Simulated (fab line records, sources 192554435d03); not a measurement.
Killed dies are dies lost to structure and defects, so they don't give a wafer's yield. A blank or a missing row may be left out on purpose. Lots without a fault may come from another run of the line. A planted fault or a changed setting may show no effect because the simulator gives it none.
Chamber matching | flow n5_finfet | N5_BEOL_M1_DESCUM_33 on rie_diel-06: 4 sister chambers
The step chemistry O2, time 7 s. 4 wafers are shown with their chamber, then 11 later ones without.

WAFERS WITH THEIR CHAMBER
wafer  | chamber | showerhead_plenum_p_Torr (Torr)
L085.4 | 1       | 2.21
L086.4 | 3       | 2.18
L086.5 | 0       | 2.09
L088.1 | 2       | 2.19

WAFERS WITHOUT THEIR CHAMBER
wafer  | showerhead_plenum_p_Torr (Torr)
L088.2 | 2.09
L088.4 | 2.21
L092.1 | 2.18
L092.2 | 2.20
L092.4 | 2.08
L095.1 | 2.20
L095.3 | 2.18
L095.6 | 2.20
L096.1 | 2.18
L096.5 | 2.18
L096.6 | 2.18

WHICH CHAMBER EACH WENT THROUGH
wafer  | from the rows above          | in truth
L088.2 | 0                            | 0
L088.4 | 1                            | 1
L092.1 | can't be placed: 3 or 2      | 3
L092.2 | can't be placed: 1 or 2 or 3 | 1
L092.4 | 0                            | 0
L095.1 | can't be placed: 1 or 2 or 3 | 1
L095.3 | can't be placed: 3 or 2      | 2
L095.6 | can't be placed: 1 or 2 or 3 | 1
L096.1 | can't be placed: 3 or 2      | 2
L096.5 | can't be placed: 3 or 2      | 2
L096.6 | can't be placed: 3 or 2      | 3
Placed correctly: 3 of 11. Can't be placed from these rows: 8 (the true chamber is among the candidates in 8). Placed wrongly: 0.
How it was worked out, from the rows above alone: a wafer's distance from a chamber is the root of the sum, over the readings, of the square of ((its reading less the chamber's mean) divided by the reading's scatter). The wafer belongs to the nearest chamber; if the next one is less than 2 further off, it can't be placed. A chamber's mean is the mean of its shown wafers. The scatter: with one shown wafer a chamber, the root of the mean of the squares of how far each hidden wafer lies from its nearest shown one.
